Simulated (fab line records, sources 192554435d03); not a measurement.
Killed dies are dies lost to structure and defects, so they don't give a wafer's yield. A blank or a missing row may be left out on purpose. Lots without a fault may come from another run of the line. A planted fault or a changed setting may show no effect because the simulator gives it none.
fab line records | flow n5_finfet | part 1 of 2: steps 1 to 15 of 22
record lots=5 wafers=15 last_day=17
route steps=1938 shown HKMG_FIN@434
lots that met no fault: from a run of the same line without faults
start_h: hours from the record's first day to the start of the lot's first wafer shown | wait_h: hours since the lot's step before | " the same as in the row above | L1.1+2: a row that stands for several wafers | - no value, or no start given | * or withheld: withheld | < > ~ a bound
route shown NAME@n: a module of which the file shows steps, and the number in the route of the first | usual: mean/standard deviation of fault-free wafers | same: alike in all rows | chamber/n: place in a boat | sites: the reading at each site | _std_site: their standard deviation | _edge_site: outer sites' mean less inner sites' | radius_mm: how far each site lies from the wafer's centre | mask NAME#n: copy n | behind: the tool/chamber that last shaped the wafer | hold: why the lot was held/for how many hours/how that ended | device: the transistor (n, p or np) that didn't switch | end of line: the same wafers' tests at the end of the route | a step without rows: its recipe alone | killed: dies lost to structure and defects at the first sort, not the wafer's yield | map: a wafer's dies, x killed, . not, _ none there
set.NAME: the setting as run; set.NAME@STEP: as run at that earlier step | model.NAME: the simulator's own value behind a step, which no gauge read
lots at some steps of the route; a table a step, a row a wafer
services: from which hour (start_h, from the record's first day; less than 0 if before it) a tool's chamber was out of use, for how many hours, and why
## steps
# step N5_HKMG_FIN_ETCH_31
# recipe chemistry=CF4 target=SiARC target_depth_a=455 mask_material=CAR-ArF time_s=75.8 ion_energy_ev=80 pressure_mtorr=40 source_w=545 bias_w=36 Ar_flow_sccm=100 cf4_flow_sccm=100 ends=cleared
# usual drypump_motor_current_A=5.7/0.3 etch_rf_on_time_s=73.7/2.2 oes_product_au=0.70/0.082 rf_vpp_V=183.9/1.3 showerhead_plenum_p_Torr=2.15/0.068 throttle_valve_pct=15.66/0.22
# columns lot.wafer tool chamber start_h wait_h drypump_motor_current_A etch_rf_on_time_s oes_product_au rf_hours_counter_h rf_vpp_V showerhead_plenum_p_Torr throttle_valve_pct
L075.1 rie_diel-03 2 83.61 0.0 5.7 75.3 0.66 139 181.3 2.07 15.58
L075.2 " 1 " " 5.4 73.2 0.64 179 182.9 2.05 15.84
L075.5 " 3 " " 5.6 70.7 0.79 - 184.0 2.19 15.42
L082.1 rie_diel-05 2 130.17 0.0 5.9 70.6 0.84 11 183.5 2.12 15.83
L082.3 " 0 " " 5.8 76.0 0.64 174 183.6 2.11 15.52
L082.5 " 0 " " 5.8 75.4 0.65 - 181.5 2.11 15.52
L083.1 rie_diel-01 3 133.32 0.0 5.1 76.4 0.57 243 182.9 2.02 15.79
L083.3 " 2 " " 6.2 79.5 0.58 250 185.6 2.20 15.95
L083.6 " 3 " " 5.1 76.7 0.57 - 182.0 2.02 15.78
L092.1 rie_diel-03 2 183.99 0.0 5.7 74.0 0.64 168 183.5 2.06 15.64
L092.3 " 1 " " 5.4 73.5 0.61 216 182.5 2.04 15.90
L092.4 " 3 " " 5.6 71.7 0.73 65 184.3 2.18 15.47
L093.1 rie_diel-03 0 191.57 0.0 5.5 73.4 0.61 200 184.2 2.20 16.03
L093.2 " 3 " " 5.6 71.4 0.73 69 186.3 2.18 15.49
L093.6 " 3 " " 5.6 71.4 0.74 - 184.9 2.18 15.49
# step N5_HKMG_FIN_ETCH_32
# recipe chemistry=N2/H2 target=SOC target_depth_a=2400 temp_c=40 time_s=300 ion_energy_ev=200 mask_material=SiARC pressure_mtorr=30 source_w=840 bias_w=150 n2_flow_sccm=200 h2_flow_sccm=200
# usual drypump_motor_current_A=5.7/0.3 n2_flow_sccm=200.0/0.6 oes_product_au=0.82/0.098 rf_vpp_V=524.0/2.5 showerhead_plenum_p_Torr=2.54/0.087 throttle_valve_pct=17.83/0.25
# columns lot.wafer tool chamber start_h wait_h drypump_motor_current_A n2_flow_sccm oes_product_au rf_hours_counter_h rf_vpp_V showerhead_plenum_p_Torr throttle_valve_pct
L075.1 rie_diel-03 2 83.66 0.0 5.7 199.9 0.77 139 521.6 2.45 17.87
L075.2 " 1 " " 5.4 201.6 0.75 179 520.0 2.39 17.82
L075.5 " 3 " " 5.6 199.4 0.93 - 525.2 2.59 17.62
L082.1 rie_diel-05 2 130.23 0.0 5.9 199.6 0.98 11 522.4 2.52 18.28
L082.3 " 0 " " 5.8 200.6 0.74 174 523.2 2.53 17.81
L082.5 " 0 " " 5.8 200.3 0.75 - 522.9 2.53 17.80
L083.1 rie_diel-01 3 133.37 0.0 5.1 200.0 0.66 243 520.9 2.39 18.02
L083.3 " 2 " " 6.2 200.3 0.68 250 524.4 2.59 18.01
L083.6 " 3 " " 5.1 201.2 0.67 - 518.7 2.39 18.00
L092.1 rie_diel-03 2 184.05 0.0 5.8 199.1 0.75 168 520.5 2.44 17.92
L092.3 " 1 " " 5.4 200.6 0.71 216 519.7 2.38 17.88
L092.4 " 3 " " 5.6 200.8 0.87 65 525.2 2.58 17.66
L093.1 rie_diel-03 0 191.62 0.0 5.5 200.3 0.71 200 525.7 2.61 18.23
L093.2 " 3 " " 5.6 199.7 0.87 69 524.3 2.57 17.69
L093.6 " 3 " " 5.7 200.3 0.86 - 524.8 2.57 17.67
# step N5_HKMG_FIN_STRIP_33
# recipe chemistry=N2/H2 temp_c=40 n2_flow_sccm=200 h2_flow_sccm=200 rf_frequency_hz=6e+07
# columns lot.wafer tool chamber start_h wait_h
L075.1+2+5 rie_diel-03 2,1,3 83.84 0.1
L082.1+3+5 rie_diel-05 2,0,0 130.41 0.1
L083.1+3+6 rie_diel-01 3,2,3 133.55 0.1
L092.1+3+4 rie_diel-03 2,1,3 184.23 0.1
L093.1+2+6 rie_diel-03 0,3,3 191.80 0.1
# step N5_HKMG_FIN_STRIP_34
# recipe chemistry=CF4 resist=SiARC power_w=300 bias_power_w=75 pressure_mtorr=50 cf4_flow_sccm=150 rf_frequency_hz=6e+07
# usual drypump_motor_current_A=5.7/0.31 oes_product_au=0.79/0.085 rf_vpp_V=271.2/1.4 showerhead_plenum_p_Torr=1.80/0.054 throttle_valve_pct=13.62/0.24
# columns lot.wafer tool chamber start_h wait_h drypump_motor_current_A oes_product_au rf_hours_counter_h rf_vpp_V showerhead_plenum_p_Torr throttle_valve_pct
L075.1 rie_diel-03 2 83.85 0.0 5.7 0.76 139 269.5 1.74 13.56
L075.2 " 1 " " 5.4 0.73 179 269.0 1.72 13.81
L075.5 " 3 " " 5.6 0.88 - 273.5 1.83 13.32
L082.1 rie_diel-05 2 130.42 0.0 5.9 0.93 11 270.8 1.79 13.77
L082.3 " 0 " " 5.8 0.74 174 271.9 1.77 13.54
L082.5 " 0 " " 5.8 0.74 - 270.5 1.77 13.56
L083.1 rie_diel-01 3 133.56 0.0 5.1 0.66 243 268.6 1.69 13.81
L083.3 " 2 " " 6.2 0.70 250 272.4 1.83 13.90
L083.6 " 3 " " 5.1 0.66 - 270.3 1.69 13.78
L092.1 rie_diel-03 2 184.24 0.0 5.7 0.73 168 269.0 1.73 13.63
L092.3 " 1 " " 5.4 0.69 217 269.2 1.71 13.89
L092.4 " 3 " " 5.6 0.83 65 272.3 1.81 13.38
L093.1 rie_diel-03 0 191.81 0.0 5.5 0.69 200 272.7 1.85 14.04
L093.2 " 3 " " 5.6 0.81 69 272.0 1.81 13.38
L093.6 " 3 " " 5.6 0.82 - 272.5 1.81 13.39
# step N5_HKMG_FIN_ETCH_35
# recipe chemistry=N2/H2 target=SOC target_depth_a=2158 ion_energy_ev=65 bias_w=5 source_w=3000 time_s=243.4 pressure_mtorr=30 n2_flow_sccm=200 h2_flow_sccm=200
# usual drypump_motor_current_A=5.7/0.31 n2_flow_sccm=200.0/0.61 oes_product_au=0.82/0.098 rf_vpp_V=141.5/1.1 showerhead_plenum_p_Torr=2.54/0.087 throttle_valve_pct=17.83/0.25
# columns lot.wafer tool chamber start_h wait_h drypump_motor_current_A n2_flow_sccm oes_product_au rf_hours_counter_h rf_vpp_V showerhead_plenum_p_Torr throttle_valve_pct
L075.1 rie_diel-03 2 83.87 0.0 5.7 198.4 0.76 139 140.4 2.45 17.87
L075.2 " 1 " " 5.4 200.0 0.74 179 142.3 2.39 17.83
L075.5 " 3 " " 5.6 199.7 0.91 - 143.3 2.59 17.62
L082.1 rie_diel-05 2 130.44 0.0 5.9 199.5 0.99 11 141.4 2.52 18.30
L082.3 " 0 " " 5.8 199.5 0.75 174 141.9 2.53 17.81
L082.5 " 0 " " 5.8 199.1 0.75 - 139.9 2.53 17.82
L083.1 rie_diel-01 3 133.58 0.0 5.1 199.5 0.67 243 140.8 2.39 18.01
L083.3 " 2 " " 6.2 200.8 0.68 250 142.6 2.59 18.01
L083.6 " 3 " " 5.1 200.2 0.66 - 139.8 2.39 18.02
L092.1 rie_diel-03 2 184.26 0.0 5.7 199.3 0.74 168 140.4 2.44 17.93
L092.3 " 1 " " 5.4 199.5 0.71 217 139.9 2.38 17.86
L092.4 " 3 " " 5.6 201.2 0.85 65 140.5 2.58 17.67
L093.1 rie_diel-03 0 191.83 0.0 5.5 201.1 0.72 200 142.3 2.61 18.21
L093.2 " 3 " " 5.6 199.1 0.86 69 141.2 2.57 17.69
L093.6 " 3 " " 5.6 200.0 0.87 - 142.2 2.57 17.68
# step N5_HKMG_FIN_STRIP_92
# recipe chemistry=N2/H2 material=SOC time_s=20 power_w=500 temp_c=40 pressure_mtorr=50 rf_frequency_hz=6e+07 bias_power_w=8 h2_frac=0.5 n2_flow_sccm=300 h2_flow_sccm=300
# usual drypump_motor_current_A=5.7/0.31 n2_flow_sccm=299.9/0.93 oes_product_au=0.82/0.097 rf_vpp_V=54.3/0.81 showerhead_plenum_p_Torr=3.35/0.11 throttle_valve_pct=19.0/0.4
# columns lot.wafer tool chamber start_h wait_h drypump_motor_current_A n2_flow_sccm oes_product_au rf_hours_counter_h rf_vpp_V showerhead_plenum_p_Torr throttle_valve_pct
L075.1 rie_diel-03 2 84.02 0.1 5.7 300.4 0.77 140 55.3 3.24 19.4
L075.2 " 1 " " 5.4 299.4 0.74 179 53.8 3.17 18.8
L075.5 " 3 " " 5.6 300.9 0.93 - 53.8 3.42 18.8
L082.1 rie_diel-05 2 130.59 0.1 5.9 301.6 0.98 11 53.9 3.33 19.9
L082.3 " 0 " " 5.8 301.0 0.75 174 55.0 3.34 19.0
L082.5 " 0 " " 5.8 299.3 0.75 - 53.5 3.34 19.0
L083.1 rie_diel-01 3 133.73 0.1 5.1 298.6 0.67 244 54.0 3.17 19.1
L083.3 " 2 " " 6.2 300.3 0.69 250 55.2 3.42 19.1
L083.6 " 3 " " 5.1 296.9 0.67 - 52.8 3.17 19.1
L092.1 rie_diel-03 2 184.41 0.1 5.7 300.0 0.76 168 54.2 3.23 19.4
L092.3 " 1 " " 5.4 299.0 0.71 217 53.2 3.15 18.9
L092.4 " 3 " " 5.6 298.2 0.86 65 53.9 3.40 18.8
L093.1 rie_diel-03 0 191.98 0.1 5.6 299.4 0.70 200 55.7 3.45 19.4
L093.2 " 3 " " 5.6 300.8 0.86 69 54.2 3.40 18.8
L093.6 " 3 " " 5.6 298.4 0.86 - 54.3 3.40 18.8
# step N5_HKMG_FIN_WET_ETCH_18
# recipe chemistry=SC1 target=TiN mix=1:1:5 temp_c=* time_s=55 target_depth_nm=5.2 dry=ipa_marangoni rinse_time_s=30 rinse_temp_c=23
# columns lot.wafer tool chamber start_h wait_h
L075.1+2+5 wet_bench-05 3,4,6 84.11 0.1
L082.1+3+5 wet_bench-03 2,1,3 130.67 0.1
L083.1+3+6 wet_bench-01 5,3,1 133.81 0.1
L092.1+3+4 wet_bench-05 0,5,7 184.49 0.1
L093.1+2+6 wet_bench-03 0,7,2 192.07 0.1
# step N5_HKMG_FIN_STRIP_19
# recipe chemistry=N2/H2 power_w=2500 temp_c=300 h2_frac=0.65 time_s=360 pressure_mtorr=withheld n2_flow_sccm=1750 h2_flow_sccm=3250
# usual drypump_motor_current_A=5.5/0.4 heater_power_w=460/33 n2_flow_sccm=1750/5.9
# columns lot.wafer tool chamber start_h wait_h drypump_motor_current_A heater_power_w n2_flow_sccm rf_hours_counter_h
L075.1 plasma_asher-01 0 84.17 0.0 6.1 406 1752 95
L075.2 " 1 " " 5.0 496 1760 95
L075.5 " 0 " " 6.1 401 1754 -
L082.1 plasma_asher-02 0 130.73 0.0 5.5 455 1765 43
L082.3 " 0 " " 5.4 462 1746 -
L082.5 " 0 " " 5.4 467 1751 -
L083.1 plasma_asher-02 0 133.88 0.0 5.5 462 1753 44
L083.3 " 1 " " 5.6 461 1754 -
L083.6 " 0 " " 5.5 470 1752 -
L092.1 plasma_asher-02 0 184.55 0.0 5.5 452 1758 56
L092.3 " 0 " " 5.5 455 1753 -
L092.4 " 1 " " 5.6 476 1756 -
L093.1 plasma_asher-02 0 192.13 0.0 5.5 460 1746 58
L093.2 " 1 " " 5.6 457 1754 58
L093.6 " 1 " " 5.6 479 1750 -
# step N5_HKMG_FIN_ALD_91
# recipe material=TiN target_thk_a=10 temp_c=400 ald_precursor_family=TiCl4 ald_co_reactant=NH3 pulse_time_s=1 purge_time_s=3 co_reactant_purge_time_s=2 co_reactant_pulse_time_s=2 ald_cycles=47 pressure_torr=3
# usual heater_power_w=909/82 precursor_pulse_height_rel=0.999/0.02
# columns lot.wafer tool chamber start_h wait_h heater_power_w precursor_pulse_height_rel since_wet_clean_h
L075.1 ald_metal-03 2 84.55 0.3 1010 1.034 4363
L075.2 " 3 " " 885 1.013 4363
L075.5 " 3 " " 890 0.995 -
L082.1 ald_metal-03 1 131.11 0.3 1019 0.950 4409
L082.3 " 2 " " 1007 1.009 4409
L082.5 " 2 " " 1015 0.975 -
L083.1 ald_metal-03 1 134.26 0.3 1018 0.990 4413
L083.3 " 2 " " 988 1.002 4413
L083.6 " 1 " " 1001 1.011 -
L092.1 ald_metal-03 2 184.94 0.3 1002 0.992 4463
L092.3 " 0 " " 798 0.973 4463
L092.4 " 3 " " 893 1.023 4463
L093.1 ald_metal-01 0 192.51 0.3 879 1.013 2932
L093.2 " 3 " " 899 1.043 2932
L093.6 " 0 " " 879 1.002 -
# step N5_HKMG_FIN_COAT_85
# recipe resist=SOC temp_c=250 time_s=60 spin_rpm=1500 resist_thk_nm=300
# usual exhaust_pa=45.0/0.91
# columns lot.wafer tool chamber start_h wait_h exhaust_pa
L075.1 litho_track-02 0 84.83 0.2 44.2
L075.2 " 0 " " 44.1
L075.5 " 0 " " 43.1
L082.1 litho_track-05 0 131.39 0.2 46.5
L082.3 " 0 " " 44.9
L082.5 " 0 " " 44.8
L083.1 litho_track-05 0 134.53 0.2 44.4
L083.3 " 0 " " 46.3
L083.6 " 0 " " 45.4
L092.1 litho_track-04 0 185.21 0.2 44.4
L092.3 " 0 " " 44.5
L092.4 " 0 " " 43.6
L093.1 litho_track-02 0 192.79 0.2 46.6
L093.2 " 0 " " 44.6
L093.6 " 0 " " 46.0
# step N5_HKMG_FIN_ETCH_86
# recipe chemistry=N2/H2 target=SOC target_depth_a=3932 stop_on=TiN ion_energy_ev=100 bias_w=61 pressure_mtorr=30 source_w=850 n2_flow_sccm=200 h2_flow_sccm=200
# usual drypump_motor_current_A=5.8/0.36 n2_flow_sccm=199.9/0.62 oes_product_au=0.80/0.089 rf_vpp_V=241.0/1.4 showerhead_plenum_p_Torr=2.55/0.091 throttle_valve_pct=17.79/0.25
# columns lot.wafer tool chamber start_h wait_h drypump_motor_current_A n2_flow_sccm oes_product_au rf_hours_counter_h rf_vpp_V showerhead_plenum_p_Torr throttle_valve_pct
L075.1 rie_diel-01 2 84.89 - 6.2 199.0 0.70 235 240.7 2.60 17.97
L075.2 " 3 " " 5.2 201.2 0.66 229 238.8 2.40 17.96
L075.5 " 0 " " 6.2 199.9 0.83 - 240.5 2.55 17.70
L082.1 rie_diel-05 0 131.45 - 5.8 200.4 0.74 174 240.0 2.53 17.78
L082.3 " 1 " " 5.9 199.5 0.88 38 243.3 2.57 17.30
L082.5 " 1 " " 5.9 199.9 0.88 - 241.6 2.57 17.31
L083.1 rie_diel-03 1 134.61 - 5.4 199.9 0.71 195 239.5 2.39 17.82
L083.3 " 0 " " 5.6 199.7 0.71 175 241.1 2.63 18.14
L083.6 " 1 " " 5.4 200.0 0.72 - 239.8 2.39 17.82
L092.1 rie_diel-01 3 185.28 - 5.1 199.4 0.97 2 241.6 2.71 17.50
L092.3 " 1 " " 5.9 200.2 0.79 114 243.2 2.66 17.63
L092.4 " 2 " " 6.2 200.6 0.92 18 240.7 2.58 17.69
L093.1 rie_diel-03 0 192.85 - 5.5 199.8 0.69 201 242.8 2.61 18.20
L093.2 " 1 " " 5.4 199.1 0.70 221 239.0 2.38 17.84
L093.6 " 0 " " 5.5 200.5 0.69 - 241.9 2.61 18.21
# step N5_HKMG_FIN_STRIP_89
# recipe chemistry=N2/H2 material=SOC time_s=20 power_w=500 temp_c=40 pressure_mtorr=50 rf_frequency_hz=6e+07 bias_power_w=8 h2_frac=0.5 n2_flow_sccm=300 h2_flow_sccm=300
# usual drypump_motor_current_A=5.8/0.36 n2_flow_sccm=299.9/0.85 oes_product_au=0.82/0.098 rf_vpp_V=54.2/0.81 showerhead_plenum_p_Torr=3.37/0.12 throttle_valve_pct=18.9/0.35
# columns lot.wafer tool chamber start_h wait_h drypump_motor_current_A n2_flow_sccm oes_product_au rf_hours_counter_h rf_vpp_V showerhead_plenum_p_Torr throttle_valve_pct
L075.1 rie_diel-01 2 84.95 0.0 6.2 299.0 0.69 235 53.7 3.43 19.1
L075.2 " 3 " " 5.2 299.1 0.68 229 53.1 3.18 19.1
L075.5 " 0 " " 6.2 300.9 0.84 - 54.5 3.37 18.9
L082.1 rie_diel-05 0 131.51 0.0 5.8 299.9 0.75 175 54.4 3.34 19.0
L082.3 " 1 " " 5.8 300.1 0.91 38 54.4 3.40 18.2
L082.5 " 1 " " 5.8 298.9 0.91 - 53.7 3.40 18.2
L083.1 rie_diel-03 1 134.67 0.0 5.4 298.9 0.73 195 52.1 3.16 18.9
L083.3 " 0 " " 5.6 301.3 0.72 175 54.9 3.46 19.3
L083.6 " 1 " " 5.4 299.6 0.74 - 54.4 3.16 18.9
L092.1 rie_diel-01 3 185.34 0.0 5.1 298.2 0.99 2 55.0 3.57 18.7
L092.3 " 1 " " 5.9 300.2 0.77 115 55.7 3.50 18.6
L092.4 " 2 " " 6.2 301.2 0.96 18 54.0 3.41 18.8
L093.1 rie_diel-03 0 192.91 0.0 5.5 299.3 0.70 201 53.9 3.45 19.4
L093.2 " 1 " " 5.4 299.4 0.72 221 52.9 3.15 18.9
L093.6 " 0 " " 5.5 298.7 0.70 - 53.5 3.45 19.4
# step N5_HKMG_FIN_WET_ETCH_87
# recipe chemistry=SC1 target=TiN mix=1:2:40 temp_c=50 time_s=154.2 target_depth_nm=4.7 dry=ipa_marangoni rinse_time_s=30 rinse_temp_c=23
# columns lot.wafer tool chamber start_h wait_h
L075.1+2+5 wet_bench-03 1,0,4 85.05 0.1
L082.1+3+5 wet_bench-01 1,6,2 131.61 0.1
L083.1+3+6 wet_bench-03 7,1,6 134.77 0.1
L092.1+3+4 wet_bench-01 5,0,2 185.44 0.1
L093.1+2+6 wet_bench-01 4,7,0 193.01 0.1
# step N5_HKMG_FIN_STRIP_88
# recipe chemistry=N2/H2 power_w=2500 temp_c=300 h2_frac=0.65 time_s=360 pressure_mtorr=withheld n2_flow_sccm=1750 h2_flow_sccm=3250
# usual drypump_motor_current_A=5.5/0.45 heater_power_w=458/37 n2_flow_sccm=1751/5.8
# columns lot.wafer tool chamber start_h wait_h drypump_motor_current_A heater_power_w n2_flow_sccm rf_hours_counter_h
L075.1 plasma_asher-01 1 85.14 0.0 5.0 506 1755 96
L075.2 " 0 " " 6.2 416 1746 96
L075.5 " 1 " " 4.9 479 1749 -
L082.1 plasma_asher-02 0 131.70 0.0 5.5 464 1744 43
L082.3 " 0 " " 5.5 462 1754 -
L082.5 " 1 " " 5.6 465 1744 -
L083.1 plasma_asher-02 1 134.86 0.0 5.6 468 1750 45
L083.3 " 1 " " 5.6 468 1754 -
L083.6 " 1 " " 5.6 471 1747 -
L092.1 plasma_asher-02 1 185.53 0.0 5.6 474 1743 57
L092.3 " 1 " " 5.6 471 1740 -
L092.4 " 0 " " 5.5 452 1758 -
L093.1 plasma_asher-01 0 193.10 0.0 6.1 403 1750 118
L093.2 " 1 " " 4.9 494 1741 118
L093.6 " 0 " " 6.1 407 1756 -
# step N5_HKMG_FIN_NWFM_ALD_20
# recipe material=TiAlC target_thk_a=20 temp_c=300 ald_precursor_family=TiCl4 ald_co_reactant=TEA pulse_time_s=3 purge_time_s=2 co_reactant_purge_time_s=2 co_reactant_pulse_time_s=10 ald_cycles=7 pressure_torr=3
# usual heater_power_w=500/40 precursor_pulse_height_rel=1.000/0.021
# columns lot.wafer tool chamber start_h wait_h heater_power_w precursor_pulse_height_rel since_wet_clean_h
L075.1 ald_metal-04 3 85.52 0.3 474 1.022 5902
L075.2 " 1 " " 503 0.970 5902
L075.5 " 1 " " 491 0.984 -
L082.1 ald_metal-01 3 132.09 0.3 507 1.043 2872
L082.3 " 2 " " 452 0.960 2872
L082.5 " 2 " " 448 1.024 -
L083.1 ald_metal-04 1 135.24 0.3 508 0.989 5952
L083.3 " 0 " " 497 0.957 5952
L083.6 " 3 " " 469 1.018 -
L092.1 ald_metal-01 2 185.92 0.3 455 0.994 2926
L092.3 " 0 " " 470 0.996 2926
L092.4 " 1 " " 489 0.976 2926
L093.1 ald_metal-03 1 193.48 0.3 567 1.020 4472
L093.2 " 3 " " 509 0.989 4472
L093.6 " 1 " " 568 0.998 -
